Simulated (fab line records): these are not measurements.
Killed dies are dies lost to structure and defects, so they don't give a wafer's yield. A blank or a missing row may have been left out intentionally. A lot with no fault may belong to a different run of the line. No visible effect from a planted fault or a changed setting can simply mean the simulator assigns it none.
Chamber matching	flow nand_harc	NHARC_A_STAIRCASE_DEP_471 on pecvd-03 has 3 sister chambers
The step deposits SiO2, target thk 100 nm. 6 wafers are shown with their chamber, then 9 later ones without.

== EACH WAFER AND ITS CHAMBER ==
wafer	chamber	throttle_valve_pct (%)	heater_power_outer_w (W)
L087.4	0	15.8	343
L089.5	1	16.9	214
L089.6	2	15.6	352
L090.4	0	16.0	314
L090.5	2	15.6	358
L090.6	1	17.2	194

== WAFERS WHOSE CHAMBER IS MISSING ==
wafer	throttle_valve_pct (%)	heater_power_outer_w (W)
L094.4	17.1	192
L094.5	16.1	345
L094.6	15.4	332
L091.1	15.7	318
L091.3	15.4	350
L091.4	15.8	344
L097.1	16.1	244
L097.2	15.4	377
L097.4	16.0	246

== WHICH CHAMBER EACH ONE RAN IN ==
wafer	from the rows above	in truth
L094.4	1	1
L094.5	can't be placed: 0 or 2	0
L094.6	can't be placed: 2 or 0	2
L091.1	can't be placed: 0 or 2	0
L091.3	2	2
L091.4	can't be placed: 0 or 2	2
L097.1	can't be placed: 0 or 1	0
L097.2	2	2
L097.4	can't be placed: 0 or 1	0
Placed correctly: 3 of 9. These rows do not allow placing 6 (true chamber among the candidates in 6). Placed wrongly: 0.
How it was worked out, from the rows above alone: a wafer's distance from a chamber is the root of the sum, over the readings, of the square of ((its reading less the chamber's mean) divided by the reading's scatter). The wafer belongs to the nearest chamber; if the next one is less than 2 further off, it can't be placed. The mean given for a chamber averages the wafers shown for that chamber. The scatter: take each reading less its chamber's mean, square it, sum over the shown wafers, divide by the number of wafers less the number of chambers, and take the root.
